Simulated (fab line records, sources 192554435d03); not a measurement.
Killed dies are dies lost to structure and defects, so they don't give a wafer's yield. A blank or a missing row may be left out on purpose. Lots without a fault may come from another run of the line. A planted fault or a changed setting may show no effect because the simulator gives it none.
Chamber matching | flow n5_finfet | N5_MOL_CONTACT_COAG_ETCH_106 on rie_diel-03: 4 sister chambers
The step etches SOC in N2/H2, target depth 80 nm, overetch 16 nm, time 120 s. 8 wafers are shown with their chamber, then 7 later ones without.

WAFERS WITH THEIR CHAMBER
wafer  | chamber | throttle_valve_pct (%) | showerhead_plenum_p_Torr (Torr)
L078.4 | 0       | 18.0                   | 2.59
L086.1 | 2       | 17.7                   | 2.51
L086.3 | 0       | 18.0                   | 2.58
L088.1 | 1       | 17.6                   | 2.54
L088.4 | 3       | 17.9                   | 2.55
L088.5 | 2       | 17.7                   | 2.51
L089.1 | 1       | 17.6                   | 2.54
L089.4 | 3       | 18.0                   | 2.55

WAFERS WITHOUT THEIR CHAMBER
wafer  | throttle_valve_pct (%) | showerhead_plenum_p_Torr (Torr)
L089.6 | 17.6                   | 2.54
L091.1 | 18.0                   | 2.55
L091.2 | 17.6                   | 2.54
L091.4 | 18.0                   | 2.55
L093.2 | 18.0                   | 2.55
L093.4 | 17.8                   | 2.50
L093.6 | 17.6                   | 2.54

WHICH CHAMBER EACH WENT THROUGH
wafer  | from the rows above | in truth
L089.6 | 1                   | 1
L091.1 | 3                   | 3
L091.2 | 1                   | 1
L091.4 | 3                   | 3
L093.2 | 3                   | 3
L093.4 | 2                   | 2
L093.6 | 1                   | 1
Placed correctly: 7 of 7. Can't be placed from these rows: 0. Placed wrongly: 0.
How it was worked out, from the rows above alone: a wafer's distance from a chamber is the root of the sum, over the readings, of the square of ((its reading less the chamber's mean) divided by the reading's scatter). The wafer belongs to the nearest chamber; if the next one is less than 2 further off, it can't be placed. A chamber's mean is the mean of its shown wafers. The scatter: the root of (the sum of the squares of (reading less its chamber's mean) over the shown wafers, divided by (wafers less chambers)).
